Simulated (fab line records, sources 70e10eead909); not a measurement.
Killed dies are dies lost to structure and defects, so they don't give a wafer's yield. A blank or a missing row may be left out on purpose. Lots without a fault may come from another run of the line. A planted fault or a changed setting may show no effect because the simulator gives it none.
Problem report in the 8D (eight disciplines) form, filled by code | flow nand_harc | the parts of the form that need people (team, actions taken, sign-off) are left out

1. THE PROBLEM
oes_product_au at NHARC_A_BONDPAD_ETCH_34 reads a mean of 0.849 a.u. on 2 wafers of 1 lot; wafers without a fault read 1.008 a.u. with a standard deviation of 0.012. That is -13 standard deviations from the usual mean.
The step: etches the open film in N2/H2, target depth 60 nm, overetch 18 nm, time 65.91 s.
First seen on wafer L935.1, day 29 23:08, on rie_diel-12. The record holds 33 wafers of 11 lots with a number at this step. Rule for "out", or "out of limits": more than 4 standard deviations from the usual mean. The other wafers with a number count as sound.

2. WHAT IT IS AND WHAT IT IS NOT
question                    | is                | is not
which readings at this step | oes_product_au    | bias_w, chamber_pressure_mTorr, drypump_motor_current_A, rf_vpp_V, showerhead_plenum_p_Torr, throttle_valve_pct
which lots                  | L935              | L920, L922, L924, L926, L927, L928, L930, L941, L942, L943
which wafers of those lots  | L935.1, L935.4    | L935.6
read on which tools         | rie_diel-12       | rie_diel-02
when                        | from day 29 23:08 | up to then (22 sound wafers); but 9 sound wafers of L941, L942, L943 came after

3. SUSPECTS, AND WHAT RULES EACH OUT
Counting: a tool at a process step up to the reading stays a suspect if it ran every lot that is out. Sound lots after the first of them don't rule it out here, since some wafers of a struck lot are sound.
- rie_diel-12 at NHARC_A_BONDPAD_ETCH_34 (etches the open film in N2/H2, target depth 60 nm, overetch 18 nm, time 65.91 s): kept. It ran the lot that is out, L935 (day 29 23:08); its last sound lot up to then is L930 (day 27 11:40). Its own readings are out on those wafers: oes_product_au.
- Within rie_diel-12 at NHARC_A_BONDPAD_ETCH_34: the wafers that are out ran in chambers 1, 3; their sound lot-mates ran in chamber 2.
Left after counting: rie_diel-12 at NHARC_A_BONDPAD_ETCH_34.

4. THE CAUSE (what the simulator had put in)
Process parameter drift: rie_diel-12, from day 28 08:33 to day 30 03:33, at NHARC_A_BONDPAD_ETCH_34. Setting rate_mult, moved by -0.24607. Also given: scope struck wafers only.
Counting left only this tool.

5. THE CHAIN OF EFFECTS, in route order
Each row: a reading whose mean over the struck wafers that have a number lies more than 3 standard deviations from the usual. Only readings for which the record gives a usual standard deviation are gone through. hours: the time from each lot's start at the first step in this table that gives one to its start at this step, as a median over the lots. sigmas: the change in usual standard deviations.
hours | step                    | reading        | usual      | on struck wafers | change | sigmas
0     | NHARC_A_BONDPAD_ETCH_34 | oes_product_au | 1.008 a.u. | 0.849            | -0.159 | -13
The process steps in it:
- NHARC_A_BONDPAD_ETCH_34: etches the open film in N2/H2, target depth 60 nm, overetch 18 nm, time 65.91 s.
Later measuring or inspecting steps at which every struck wafer that the step has a row for has a number for every such reading, and none has moved that far: NHARC_END_SORT_01.

6. WHAT WOULD HAVE CAUGHT IT SOONER
In this record the first reading out of limits was taken at day 29 23:08, 39 hours after the fault began at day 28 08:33.
